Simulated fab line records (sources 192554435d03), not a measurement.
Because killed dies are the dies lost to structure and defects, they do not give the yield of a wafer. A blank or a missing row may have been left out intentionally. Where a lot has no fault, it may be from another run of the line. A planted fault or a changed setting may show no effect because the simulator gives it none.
Chamber matching + flow n5 finfet + N5_BEOL_M1_ALD_98 on ald sin-03 has 4 sister chambers
The step deposits SiO2, target thk 2.5 nm, pulse time 1 s, co reactant pulse time 1 s. 22 wafers are shown with their chamber, then 11 later ones without.

## WAFERS WITH THEIR CHAMBER
| wafer  | chamber | heater power w (W) | susceptor temp C (C) | precursor pulse height rel |
|--------|---------|--------------------|----------------------|----------------------------|
| L074.3 | 1       | 59                 | 99.97                | 0.995                      |
| L074.4 | 3       | 85                 | 100.14               | 0.999                      |
| L074.5 | 1       | 58                 | 99.80                | 0.973                      |
| L075.3 | 3       | 85                 | 99.87                | 0.990                      |
| L075.4 | 0       | 73                 | 100.09               | 1.001                      |
| L075.6 | 2       | 87                 | 99.85                | 1.005                      |
| L081.1 | 1       | 57                 | 99.97                | 0.982                      |
| L081.3 | 0       | 73                 | 100.26               | 0.992                      |
| L081.6 | 3       | 85                 | 99.97                | 1.005                      |
| L082.1 | 0       | 72                 | 99.92                | 0.982                      |
| L082.4 | 3       | 85                 | 100.18               | 0.969                      |
| L082.5 | 1       | 59                 | 100.01               | 1.007                      |
| L084.2 | 3       | 83                 | 100.22               | 1.039                      |
| L084.5 | 2       | 86                 | 100.31               | 0.999                      |
| L084.6 | 3       | 86                 | 100.04               | 1.007                      |
| L088.1 | 2       | 86                 | 100.05               | 1.003                      |
| L088.2 | 3       | 83                 | 99.97                | 0.986                      |
| L088.3 | 0       | 73                 | 99.98                | 1.002                      |
| L087.3 | 1       | 57                 | 99.96                | 1.005                      |
| L087.4 | 3       | 87                 | 99.97                | 1.002                      |
| L087.5 | 1       | 59                 | 100.02               | 1.011                      |
| L089.1 | 2       | 86                 | 100.05               | 0.974                      |

SIGNATURES, as means of the wafers listed above
| reading                    | chamber 0 | chamber 1 | chamber 2 | chamber 3 | scatter within a chamber |
|----------------------------|-----------|-----------|-----------|-----------|--------------------------|
| heater power w             | 72.75     | 58.17     | 86.25     | 84.88     | 1.03                     |
| susceptor temp C           | 100.0625  | 99.9550   | 100.0650  | 100.0450  | 0.131                    |
| precursor pulse height rel | 0.99425   | 0.99550   | 0.99525   | 0.99962   | 0.0165                   |
Rule: for a wafer and a chamber, the distance is found by dividing, reading by reading, the gap between the wafer's reading and the chamber's mean by the reading's scatter, squaring, summing and taking the root. If the next closest chamber is less than 2 further off than the closest, the wafer can't be placed; otherwise it belongs to the closest. The scatter: the root of (the sum of the squares of (reading less its chamber's mean) over the shown wafers, divided by (wafers less chambers)).

## WAFERS MISSING THEIR CHAMBER
| wafer  | heater power w (W) | susceptor temp C (C) | precursor pulse height rel |
|--------|--------------------|----------------------|----------------------------|
| L089.3 | 58                 | 99.94                | 0.989                      |
| L089.5 | 86                 | 100.14               | 0.965                      |
| L094.1 | 71                 | 99.94                | 0.973                      |
| L094.2 | 87                 | 99.98                | 1.001                      |
| L094.4 | 87                 | 99.91                | 0.997                      |
| L095.4 | 87                 | 99.84                | 1.003                      |
| L095.5 | 85                 | 100.05               | 0.993                      |
| L095.6 | 57                 | 100.13               | 1.036                      |
| L096.1 | 87                 | 99.94                | 0.993                      |
| L096.3 | 70                 | 99.90                | 1.046                      |
| L096.5 | 84                 | 99.99                | 1.011                      |

## EACH ONE'S CHAMBER
| wafer  | from the rows above     | in truth |
|--------|-------------------------|----------|
| L089.3 | 1                       | 1        |
| L089.5 | can't be placed: 2 or 3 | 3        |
| L094.1 | 0                       | 0        |
| L094.2 | can't be placed: 2 or 3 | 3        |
| L094.4 | can't be placed: 2 or 3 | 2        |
| L095.4 | can't be placed: 2 or 3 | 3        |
| L095.5 | can't be placed: 3 or 2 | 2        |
| L095.6 | 1                       | 1        |
| L096.1 | can't be placed: 2 or 3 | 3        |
| L096.3 | 0                       | 0        |
| L096.5 | can't be placed: 3 or 2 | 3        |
Correct placement for 4 of the 11. These rows do not allow placing 7 (true chamber among the candidates in 7). 0 placed wrongly.
